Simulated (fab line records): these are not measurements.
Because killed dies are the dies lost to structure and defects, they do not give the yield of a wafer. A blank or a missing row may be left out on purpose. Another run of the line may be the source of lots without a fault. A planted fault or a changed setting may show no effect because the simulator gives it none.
fab line records	flow n5-finfet
[record] lots = 10	wafers = 30	last-day = 17
route steps=1938 shown BEOL_M0@737 BEOL_M1@770 BEOL_M4@1111
lots with no fault: from the same line, run without faults
start-h: hours from the record's opening day to when the first of the lot's shown wafers began	wait-h: hours since the lot's step before	" repeats the value in the row above	L1.1+2: a row that stands for several wafers	- no value, or no start given	* or withheld: withheld	< > ~ a bound
route shown NAME@n: NAME is a module with steps in the file, n the number in the route of the first one	usual: mean/standard deviation of fault-free wafers	same: alike in all rows	chamber/n: place in a boat	sites: the reading at each site	_std_site: the standard deviation of these	_edge_site: outer sites' mean less inner sites'	radius-mm: for every site, how far away it sits from the centre of the wafer	mask NAME#n: copy n	behind: tool/chamber where the wafer was last shaped	hold: the reason the lot was held/the length of the hold in hours/how it ended	device: names the non-switching transistor (n, p or np)	end of line: the same wafers' tests at the end of the route	a step without rows: its recipe alone	killed: at the first sort, the dies lost to defects and structure; wafer yield is something else	map: dies across one wafer; x = killed, . = not, _ = none there
set.NAME: setting as actually run; set.NAME@STEP: the setting as run at that earlier step	model.NAME: the simulator's own value behind a step, which no gauge read
route steps across a sampled set of lots; one table per step, one row per wafer
services: when a tool's chamber went out of use (start-h, in hours from the record's first day, below 0 if earlier), for how many hours, and the reason
[[steps]]
[step N5_BEOL_M0_ANNEAL_133]
[recipe] temp-c = 400	time-s = 60	ambient = vacuum
[usual] heater-power-w = 851/58	susceptor_temp_C_max = 400.9/0.52
[same] time-s = 60
lot.wafer	tool	chamber	start-h	wait-h	heater-power-w	susceptor_temp_C_max
L583.3	pvd-sputter-01	-	117.94	0.0	772	400.8
L583.4	"	-	"	"	846	400.4
L583.6	"	-	"	"	867	400.3
L584.1	pvd-sputter-01	-	131.49	0.0	873	400.2
L584.3	"	-	"	"	918	402.2
L584.5	"	-	"	"	878	400.3
L588.1	pvd-sputter-01	-	148.17	0.0	886	400.6
L588.4	"	-	"	"	780	400.8
L588.6	"	-	"	"	874	400.5
L592.1	pvd-sputter-02	-	176.91	0.0	786	400.5
L592.4	"	-	"	"	811	401.2
L592.6	"	-	"	"	774	400.7
L596.1	pvd-sputter-01	-	200.99	0.0	857	401.0
L596.3	"	-	"	"	794	400.9
L596.5	"	-	"	"	882	400.9
L601.1	pvd-sputter-02	-	228.68	0.0	852	400.9
L601.2	"	-	"	"	904	400.7
L601.3	"	-	"	"	784	400.7
L602.1	pvd-sputter-03	-	234.37	0.0	713	401.3
L602.3	"	-	"	"	809	400.8
L602.4	"	-	"	"	873	400.3
L603.3	pvd-sputter-03	-	243.40	0.0	851	399.6
L603.4	"	-	"	"	894	401.5
L603.6	"	-	"	"	895	401.3
L604.2	pvd-sputter-02	-	243.55	0.0	771	400.6
L604.5	"	-	"	"	864	400.8
L604.6	"	-	"	"	800	400.7
L605.3	pvd-sputter-01	-	250.74	0.0	935	402.1
L605.5	"	-	"	"	929	401.8
L605.6	"	-	"	"	869	400.6
[step N5_BEOL_M0_SPUTTER_134]
[recipe] material = Cu	target-thk-a = 40	temp-c = -20	chamber-pressure-pa = 0.07	power-w = withheld	time-s = 7.37
[usual] chuck-sensor-temp-C = -15.9/0.51	throttle-valve-pct = 29.6/0.89
[same] time-s = 7.37
lot.wafer	tool	chamber	start-h	wait-h	chuck-sensor-temp-C	throttle-valve-pct
L583.3	pvd-sputter-01	-	117.98	0.0	-15.3	29.9
L583.4	"	-	"	"	-15.7	30.3
L583.6	"	-	"	"	-16.5	28.8
L584.1	pvd-sputter-01	-	131.53	0.0	-15.7	30.1
L584.3	"	-	"	"	-15.6	28.2
L584.5	"	-	"	"	-16.7	28.7
L588.1	pvd-sputter-01	-	148.21	0.0	-15.6	30.6
L588.4	"	-	"	"	-15.4	30.1
L588.6	"	-	"	"	-16.6	28.6
L592.1	pvd-sputter-02	-	176.95	0.0	-15.6	29.7
L592.4	"	-	"	"	-16.4	30.9
L592.6	"	-	"	"	-15.6	29.7
L596.1	pvd-sputter-01	-	201.03	0.0	-16.5	28.8
L596.3	"	-	"	"	-15.4	30.3
L596.5	"	-	"	"	-15.9	30.4
L601.1	pvd-sputter-02	-	228.72	0.0	-15.7	30.3
L601.2	"	-	"	"	-16.5	29.8
L601.3	"	-	"	"	-15.7	29.8
L602.1	pvd-sputter-03	-	234.41	0.0	-16.1	31.1
L602.3	"	-	"	"	-17.1	29.4
L602.4	"	-	"	"	-15.5	30.5
L603.3	pvd-sputter-03	-	243.44	0.0	-15.7	30.5
L603.4	"	-	"	"	-16.2	28.4
L603.6	"	-	"	"	-16.0	28.5
L604.2	pvd-sputter-02	-	243.59	0.0	-15.6	29.5
L604.5	"	-	"	"	-15.8	30.2
L604.6	"	-	"	"	-15.8	29.6
L605.3	pvd-sputter-01	-	250.78	0.0	-15.4	28.3
L605.5	"	-	"	"	-15.4	28.3
L605.6	"	-	"	"	-16.7	28.6
[step N5_BEOL_M1_ETCH_64]
[recipe] chemistry = N2/H2	target = SOC	target-depth-a = 750	overetch-a = 150	mask-material = SiARC	temp-c = 40	time-s = 112.5	ion-energy-ev = 200	pressure-mtorr = 30	source-w = 840	bias-w = 150	n2-flow-sccm = 200	h2-flow-sccm = 200
[usual] bias-w = 150.0/0.41	drypump-motor-current-A = 5.7/0.42	oes-product-au = 0.62/0.061	rf-vpp-V = 523.6/2.1	showerhead-plenum-p-Torr = 2.53/0.067	throttle-valve-pct = 17.88/0.27
[same] time-s = 112.5
lot.wafer	tool	chamber	start-h	wait-h	bias-w	drypump-motor-current-A	oes-product-au	rf-hours-counter-h	rf-vpp-V	showerhead-plenum-p-Torr	throttle-valve-pct
L583.3	rie-diel-06	1	123.24	0.0	149.4	5.7	0.60	154	524.3	2.54	18.01
L583.4	"	0	"	"	150.3	5.2	0.69	-	521.9	2.46	17.47
L583.6	"	2	"	"	150.1	6.1	0.57	-	522.9	2.51	17.84
L584.1	rie-diel-06	1	135.73	0.0	149.4	5.7	0.60	158	523.9	2.54	18.00
L584.3	"	0	"	"	150.3	5.2	0.68	56	522.3	2.46	17.48
L584.5	"	2	"	"	150.7	6.0	0.56	-	523.6	2.51	17.87
L588.1	rie-diel-03	3	150.63	0.0	150.5	6.3	0.71	39	526.6	2.63	18.33
L588.4	"	1	"	"	149.7	5.4	0.74	8	527.6	2.70	17.75
L588.6	"	1	"	"	149.7	5.4	0.74	-	528.0	2.70	17.74
L592.1	rie-diel-06	0	180.69	0.0	149.5	5.2	0.66	69	521.3	2.45	17.51
L592.4	"	2	"	"	150.2	6.0	0.56	218	522.9	2.51	17.87
L592.6	"	0	"	"	149.7	5.2	0.67	-	523.5	2.45	17.50
L596.1	rie-diel-06	3	204.40	0.0	150.1	6.2	0.68	42	525.8	2.59	17.77
L596.3	"	0	"	"	148.8	5.2	0.65	78	521.8	2.45	17.53
L596.5	"	2	"	"	149.6	6.0	0.56	-	522.6	2.50	17.89
L601.1	rie-diel-06	1	231.02	0.0	133.9	5.7	0.57	189	487.0	2.53	18.05
L601.2	"	3	"	"	134.4	6.2	0.68	50	488.7	2.59	17.78
L601.3	"	0	"	"	134.4	5.2	0.65	87	485.0	2.44	17.52
L602.1	rie-diel-04	1	241.03	0.0	150.1	5.3	0.56	219	523.2	2.50	17.80
L602.3	"	0	"	"	149.4	5.9	0.57	200	523.1	2.54	18.24
L602.4	"	2	"	"	150.3	5.7	0.54	244	520.3	2.42	18.48
L603.3	rie-diel-06	3	246.71	0.0	134.1	6.2	0.67	56	488.7	2.59	17.80
L603.4	"	2	"	"	133.6	6.0	0.54	241	484.8	2.50	17.94
L603.6	"	0	"	"	133.8	5.2	0.64	-	484.6	2.44	17.54
L604.2	rie-diel-06	3	247.04	0.0	134.1	6.2	0.67	56	488.2	2.59	17.79
L604.5	"	1	"	"	133.5	5.7	0.57	-	487.1	2.53	18.06
L604.6	"	2	"	"	134.2	6.0	0.54	-	487.3	2.50	17.92
L605.3	rie-diel-03	3	254.68	0.0	150.0	6.4	0.68	67	524.8	2.61	18.41
L605.5	"	1	"	"	150.1	5.4	0.69	-	528.9	2.68	17.82
L605.6	"	2	"	"	150.1	5.3	0.70	-	522.6	2.51	17.48
[step N5_BEOL_M1_CD_MEAS_18]
[recipe] pitch-nm = 36	target-cd-nm = 18
[usual] cd-nm = 18.0/0.41
lot.wafer	tool	chamber	start-h	wait-h	cd-nm
L583.3	cd-sem-01	-	123.60	0.1	17.5
L583.4	"	-	"	"	17.5
L583.6	"	-	"	"	18.9
L584.1	cd-sem-01	-	136.08	0.0	17.8
L584.3	"	-	"	"	17.5
L584.5	"	-	"	"	18.5
L588.1	cd-sem-03	-	150.98	0.0	18.5
L588.4	"	-	"	"	18.0
L588.6	"	-	"	"	17.8
L592.1	cd-sem-03	-	181.04	0.0	17.7
L592.4	"	-	"	"	18.6
L592.6	"	-	"	"	17.5
L596.1	cd-sem-02	-	204.84	0.0	17.5
L596.3	"	-	"	"	17.4
L596.5	"	-	"	"	18.4
L601.1	cd-sem-02	-	231.37	0.0	17.5
L601.2	"	-	"	"	17.9
L601.3	"	-	"	"	17.5
L602.1	cd-sem-02	-	241.46	0.0	18.0
L602.3	"	-	"	"	18.2
L602.4	"	-	"	"	18.2
L603.3	cd-sem-02	-	247.19	0.1	17.9
L603.4	"	-	"	"	18.0
L603.6	"	-	"	"	17.8
L604.2	cd-sem-01	-	247.43	0.1	18.3
L604.5	"	-	"	"	17.2
L604.6	"	-	"	"	18.5
L605.3	cd-sem-02	-	255.03	0.1	18.4
L605.5	"	-	"	"	18.2
L605.6	"	-	"	"	18.1
[step N5_BEOL_M4_RC_MEAS_101]
[usual] DIBL_N = 36.0/2.5	DIBL_P = 36.2/3	IOFF_N = 0.16/0.044	IOFF_P = 0.21/0.049	ION_N = 671/15	ION_P = 461/8.7	SS_N = 71.5/0.72	SS_P = 73.4/0.9	VT_N = 251/4.4	VT_P = -250/4
lot.wafer	tool	chamber	start-h	wait-h	DIBL_N[mV/V]	DIBL_P[mV/V]	IOFF_N[nA/um]	IOFF_P[nA/um]	ION_N[uA/um]	ION_P[uA/um]	SS_N[mV/dec]	SS_P[mV/dec]	VT_N[mV]	VT_P[mV]
L583.3	prober-01	0	180.36	0.3	34.7	33.8	0.13	0.20	653	456	71.5	72.0	255	-250
L583.4	"	0	"	"	36.7	36.3	0.16	0.24	672	469	71.4	73.8	249	-243
L583.6	"	0	"	"	33.9	32.7	0.12	0.19	667	468	71.0	72.1	252	-246
L584.1	prober-02	0	189.25	0.6	34.6	36.4	0.13	0.19	652	449	71.9	73.2	254	-252
L584.3	"	0	"	"	33.6	35.3	0.13	0.17	660	452	71.7	73.2	253	-253
L584.5	"	0	"	"	33.5	35.5	0.13	0.18	652	447	72.0	73.0	254	-255
L588.1	prober-02	0	215.26	0.0	41.4	41.8	0.26	0.29	697	466	72.5	75.0	245	-246
L588.4	"	0	"	"	38.8	39.1	0.19	0.24	673	457	73.0	74.2	247	-249
L588.6	"	0	"	"	39.2	39.7	0.20	0.24	690	468	72.9	75.1	248	-251
L592.1	prober-01	0	233.36	0.0	34.2	34.9	0.13	0.20	657	457	71.5	72.8	252	-252
L592.4	"	0	"	"	34.1	35.2	0.14	0.20	672	464	70.9	73.4	250	-248
L592.6	"	0	"	"	37.7	39.4	0.21	0.29	699	482	72.3	73.4	245	-246
L596.1	prober-01	0	258.40	0.0	36.0	36.7	0.15	0.22	671	461	71.7	73.2	252	-247
L596.3	"	0	"	"	36.6	38.2	0.17	0.24	686	471	71.6	74.0	250	-244
L596.5	"	0	"	"	35.9	35.8	0.15	0.19	658	450	72.3	73.3	254	-253
L601.1	prober-01	0	285.81	0.0	35.9	37.7	0.18	0.26	676	469	71.0	73.7	248	-244
L601.2	"	0	"	"	34.4	35.8	0.14	0.22	655	460	70.9	73.8	255	-248
L601.3	"	0	"	"	36.0	37.3	0.18	0.24	677	469	72.3	73.8	248	-247
L602.1	prober-01	0	286.74	0.4	33.0	31.1	0.10	0.15	653	454	71.0	71.9	258	-255
L602.3	"	0	"	"	32.5	31.6	0.10	0.15	643	447	70.5	72.3	259	-253
L602.4	"	0	"	"	35.2	35.9	0.14	0.21	668	456	71.3	73.8	250	-251
L603.3	prober-02	0	306.95	0.3	36.2	37.6	0.16	0.25	674	477	71.6	73.7	250	-247
L603.4	"	0	"	"	33.7	33.4	0.11	0.17	657	453	71.6	72.2	256	-254
L603.6	"	0	"	"	39.4	39.8	0.22	0.28	694	471	73.2	73.9	243	-246
L605.3	prober-01	0	308.65	0.3	40.1	40.6	0.25	0.31	689	470	73.0	74.3	245	-242
L605.5	"	0	"	"	36.2	35.1	0.13	0.19	651	453	71.1	73.0	255	-252
L605.6	"	0	"	"	37.9	37.6	0.19	0.25	675	463	71.8	73.6	246	-246
L604.2	prober-01	0	309.42	0.6	36.4	36.3	0.17	0.25	678	473	72.1	73.6	251	-248
L604.5	"	0	"	"	39.7	40.5	0.26	0.34	698	475	72.2	74.3	242	-244
L604.6	"	0	"	"	34.3	32.5	0.13	0.18	672	460	70.5	72.5	251	-249
[[services]]
tool	chamber	start-h	hours	kind
rie-diel-03	1	94.69	-	clean
rie-diel-03	1	94.69	-	consumable-replace:focus-ring
rie-diel-03	1	94.69	-	consumable-replace:showerhead
rie-diel-03	1	94.69	23.9	scheduled-down
rie-diel-03	1	94.69	23.9	vent-cycle
pvd-sputter-01	-	103.56	0.8	repair
pvd-sputter-01	-	112.07	4.3	repair
rie-diel-06	3	133.56	10.2	repair
pvd-sputter-02	-	134.70	2.2	repair
pvd-sputter-01	-	138.71	1.8	repair
rie-diel-03	1	146.18	2.5	repair
rie-diel-03	-	159.37	0.7	repair
rie-diel-03	2	161.15	-	clean
rie-diel-03	2	161.15	-	consumable-replace:focus-ring
rie-diel-03	2	161.15	13.2	scheduled-down
rie-diel-03	2	161.15	13.2	vent-cycle
rie-diel-04	-	188.17	14.6	pm
rie-diel-03	-	239.00	15.6	pm
rie-diel-04	2	254.55	-	clean
rie-diel-04	2	254.55	-	consumable-replace:focus-ring
rie-diel-04	2	254.55	-	consumable-replace:showerhead
rie-diel-04	2	254.55	11.3	scheduled-down
rie-diel-04	2	254.55	11.3	vent-cycle
[[key]]
[first-sign] step = N5_BEOL_M1_ETCH_64	reading = bias-w	direction = down	sigmas = 39	usual = *	struck = *
[effect] step = N5_BEOL_M1_ETCH_64	reading = rf-vpp-V	direction = down	sigmas = 18	usual = 523.6	struck = 486.8
met-at N5_BEOL_M1_ETCH_64
struck-lots L601,L603,L604
not-acting-at N5_BEOL_M0_ANNEAL_133,N5_BEOL_M0_SPUTTER_134,N5_BEOL_M1_CD_MEAS_18
onset-between 204.40 231.02
[fault] kind = process-parameter-drift	tool = rie-diel-06	chamber = -	onset-h = 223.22	steps = N5_BEOL_M1_ETCH_64	channel = bias-w	offset = *	shape = step	end-h = 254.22	acts-in = *	stated = *
